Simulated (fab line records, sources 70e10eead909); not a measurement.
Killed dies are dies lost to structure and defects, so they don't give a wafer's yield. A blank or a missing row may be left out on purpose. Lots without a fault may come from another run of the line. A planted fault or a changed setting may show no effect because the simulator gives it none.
Chamber matching | flow nand_harc | NHARC_P_M2_DESCUM_14 on rie_diel-04: 4 sister chambers
The step chemistry O2, time 3 s. 24 wafers are shown with their chamber, then 12 later ones without.

WAFERS WITH THEIR CHAMBER
wafer  | chamber | drypump_motor_current_A (A) | showerhead_plenum_p_Torr (Torr) | oes_product_au (a.u.)
L075.2 | 0       | 5.4                         | 2.06                            | 1.008
L075.3 | 3       | 6.3                         | 2.04                            | 1.010
L075.4 | 3       | 6.3                         | 2.04                            | 1.006
L077.1 | 2       | 5.8                         | 2.03                            | 1.029
L077.2 | 3       | 6.3                         | 2.04                            | 1.009
L077.6 | 2       | 5.8                         | 2.03                            | 1.029
L081.2 | 2       | 5.8                         | 2.03                            | 0.987
L081.3 | 0       | 5.4                         | 2.06                            | 1.003
L081.6 | 3       | 6.3                         | 2.03                            | 1.004
L086.1 | 2       | 5.8                         | 2.03                            | 0.977
L086.2 | 0       | 5.4                         | 2.06                            | 1.003
L086.3 | 1       | 4.7                         | 2.05                            | 0.973
L086.4 | 3       | 6.3                         | 2.03                            | 0.997
L086.5 | 0       | 5.4                         | 2.06                            | 1.005
L086.6 | 1       | 4.7                         | 2.05                            | 0.972
L087.1 | 3       | 6.3                         | 2.03                            | 1.008
L087.2 | 1       | 4.7                         | 2.05                            | 0.980
L087.6 | 2       | 5.8                         | 2.03                            | 0.994
L093.1 | 2       | 5.8                         | 2.02                            | 1.008
L093.4 | 0       | 5.3                         | 2.06                            | 1.020
L093.5 | 3       | 6.3                         | 2.03                            | 0.988
L094.2 | 1       | 4.7                         | 2.05                            | 0.980
L094.3 | 2       | 5.8                         | 2.02                            | 0.999
L094.6 | 3       | 6.3                         | 2.03                            | 0.989

SIGNATURES (means of the wafers above)
reading                  | chamber 0 | chamber 1 | chamber 2 | chamber 3 | scatter within a chamber
drypump_motor_current_A  | 5.380     | 4.700     | 5.800     | 6.300     | 0.02
showerhead_plenum_p_Torr | 2.0600    | 2.0500    | 2.0271    | 2.0337    | 0.00406
oes_product_au           | 1.00780   | 0.97625   | 1.00329   | 1.00137   | 0.0127
Rule: a wafer's distance from a chamber is the root of the sum, over the readings, of the square of ((its reading less the chamber's mean) divided by the reading's scatter). The wafer belongs to the nearest chamber; if the next one is less than 2 further off, it can't be placed. The scatter: the root of (the sum of the squares of (reading less its chamber's mean) over the shown wafers, divided by (wafers less chambers)).

WAFERS WITHOUT THEIR CHAMBER
wafer  | drypump_motor_current_A (A) | showerhead_plenum_p_Torr (Torr) | oes_product_au (a.u.)
L094.1 | 6.3                         | 2.03                            | 0.997
L094.4 | 5.4                         | 2.06                            | 1.019
L094.5 | 5.8                         | 2.02                            | 0.992
L095.1 | 6.3                         | 2.03                            | 1.000
L095.2 | 4.7                         | 2.05                            | 0.968
L095.3 | 5.4                         | 2.06                            | 1.015
L095.4 | 5.8                         | 2.02                            | 0.995
L095.5 | 5.4                         | 2.06                            | 1.021
L095.6 | 4.7                         | 2.05                            | 0.974
L097.1 | 5.8                         | 2.02                            | 1.009
L097.3 | 5.4                         | 2.06                            | 1.008
L097.4 | 6.3                         | 2.03                            | 1.009

WHICH CHAMBER EACH WENT THROUGH
wafer  | from the rows above | in truth
L094.1 | 3                   | 3
L094.4 | 0                   | 0
L094.5 | 2                   | 2
L095.1 | 3                   | 3
L095.2 | 1                   | 1
L095.3 | 0                   | 0
L095.4 | 2                   | 2
L095.5 | 0                   | 0
L095.6 | 1                   | 1
L097.1 | 2                   | 2
L097.3 | 0                   | 0
L097.4 | 3                   | 3
Placed correctly: 12 of 12. Can't be placed from these rows: 0. Placed wrongly: 0.
